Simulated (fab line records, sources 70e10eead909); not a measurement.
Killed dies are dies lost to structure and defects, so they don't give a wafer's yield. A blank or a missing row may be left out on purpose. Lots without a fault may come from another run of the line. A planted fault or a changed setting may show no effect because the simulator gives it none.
Chamber matching | flow nand_harc | NHARC_A_CHANNEL_FILL_D1_ALD_25 on ald_hk-02: 4 sister chambers
The step deposits SiOx, target thk 60 nm, pulse time 10 s, ald cycles 600. 16 wafers are shown with their chamber, then 8 later ones without.

WAFERS WITH THEIR CHAMBER
wafer  | chamber | heater_power_w (W) | precursor_pulse_height_rel
L074.2 | 0       | 401                | 0.988
L074.5 | 1       | 536                | 0.990
L074.6 | 2       | 514                | 0.997
L078.1 | 1       | 536                | 0.990
L078.5 | 2       | 504                | 0.994
L078.6 | 3       | 558                | 1.010
L082.1 | 3       | 572                | 1.031
L082.4 | 2       | 511                | 0.999
L082.6 | 3       | 556                | 0.993
L084.2 | 3       | 541                | 1.039
L084.3 | 1       | 538                | 0.986
L084.5 | 3       | 558                | 1.022
L086.1 | 2       | 504                | 1.024
L086.3 | 0       | 411                | 1.011
L086.6 | 1       | 539                | 0.990
L088.4 | 3       | 540                | 1.005

SIGNATURES (means of the wafers above)
reading                    | chamber 0 | chamber 1 | chamber 2 | chamber 3 | scatter within a chamber
heater_power_w             | 406.00    | 537.25    | 508.25    | 554.17    | 8.46
precursor_pulse_height_rel | 0.99950   | 0.98900   | 1.00350   | 1.01667   | 0.0139
Rule: a wafer's distance from a chamber is the root of the sum, over the readings, of the square of ((its reading less the chamber's mean) divided by the reading's scatter). The wafer belongs to the nearest chamber; if the next one is less than 2 further off, it can't be placed. The scatter: the root of (the sum of the squares of (reading less its chamber's mean) over the shown wafers, divided by (wafers less chambers)).

WAFERS WITHOUT THEIR CHAMBER
wafer  | heater_power_w (W) | precursor_pulse_height_rel
L088.1 | 504                | 1.011
L088.2 | 543                | 0.986
L090.3 | 556                | 1.008
L090.1 | 535                | 1.012
L090.6 | 539                | 1.025
L096.4 | 408                | 0.990
L096.2 | 513                | 0.977
L096.6 | 550                | 1.025

WHICH CHAMBER EACH WENT THROUGH
wafer  | from the rows above          | in truth
L088.1 | 2                            | 2
L088.2 | can't be placed: 1 or 3      | 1
L090.3 | can't be placed: 3 or 1      | 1
L090.1 | can't be placed: 1 or 3 or 2 | 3
L090.6 | can't be placed: 3 or 1      | 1
L096.4 | 0                            | 0
L096.2 | can't be placed: 2 or 1      | 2
L096.6 | 3                            | 3
Placed correctly: 3 of 8. Can't be placed from these rows: 5 (the true chamber is among the candidates in 5). Placed wrongly: 0.
